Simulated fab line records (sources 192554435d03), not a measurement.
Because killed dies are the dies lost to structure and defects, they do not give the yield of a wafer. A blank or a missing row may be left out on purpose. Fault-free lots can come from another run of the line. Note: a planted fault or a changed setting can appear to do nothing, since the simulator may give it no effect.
Matching of chambers + flow n5_finfet + N5_BEOL_M3_ETCH_77 on rie_diel-03 has 4 sister chambers
The step etches underlayer in N2/H2, target depth 6.5 nm, time 5.2 s. 4 wafers are shown with their chamber, then 11 later ones without.

== WAFERS WITH THEIR CHAMBER ==
| wafer  | chamber | drypump_motor_current_A (A) |
|--------|---------|-----------------------------|
| L088.6 | 1       | 5.3                         |
| L091.3 | 3       | 4.8                         |
| L091.6 | 0       | 6.0                         |
| L092.2 | 2       | 6.0                         |

== WAFERS WHOSE CHAMBER IS MISSING ==
| wafer  | drypump_motor_current_A (A) |
|--------|-----------------------------|
| L092.3 | 4.8                         |
| L092.5 | 5.4                         |
| L095.1 | 5.4                         |
| L095.2 | 4.8                         |
| L095.3 | 5.9                         |
| L096.3 | 5.4                         |
| L096.5 | 4.8                         |
| L096.6 | 5.9                         |
| L097.1 | 6.0                         |
| L097.3 | 5.9                         |
| L097.4 | 4.9                         |

== WHICH CHAMBER EACH ONE RAN IN ==
| wafer  | from the rows above     | in truth |
|--------|-------------------------|----------|
| L092.3 | 3                       | 3        |
| L092.5 | 1                       | 1        |
| L095.1 | 1                       | 1        |
| L095.2 | 3                       | 3        |
| L095.3 | can't be placed: 0 or 2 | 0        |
| L096.3 | 1                       | 1        |
| L096.5 | 3                       | 3        |
| L096.6 | can't be placed: 0 or 2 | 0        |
| L097.1 | can't be placed: 0 or 2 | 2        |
| L097.3 | can't be placed: 0 or 2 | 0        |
| L097.4 | 3                       | 3        |
Correctly placed: 7 of 11. Cannot be placed on the basis of these rows: 4; the candidates contain the true chamber in 4. 0 placed wrongly.
How it was worked out, from the rows above alone: a wafer's distance from a chamber is the root of the sum, over the readings, of the square of ((its reading less the chamber's mean) divided by the reading's scatter). If the next closest chamber is less than 2 further off than the closest, the wafer can't be placed; otherwise it belongs to the closest. Each chamber's mean is taken over the wafers shown for it. The scatter (one wafer shown for each chamber): square how far every hidden wafer sits from the nearest shown wafer, average those squares and take the square root.
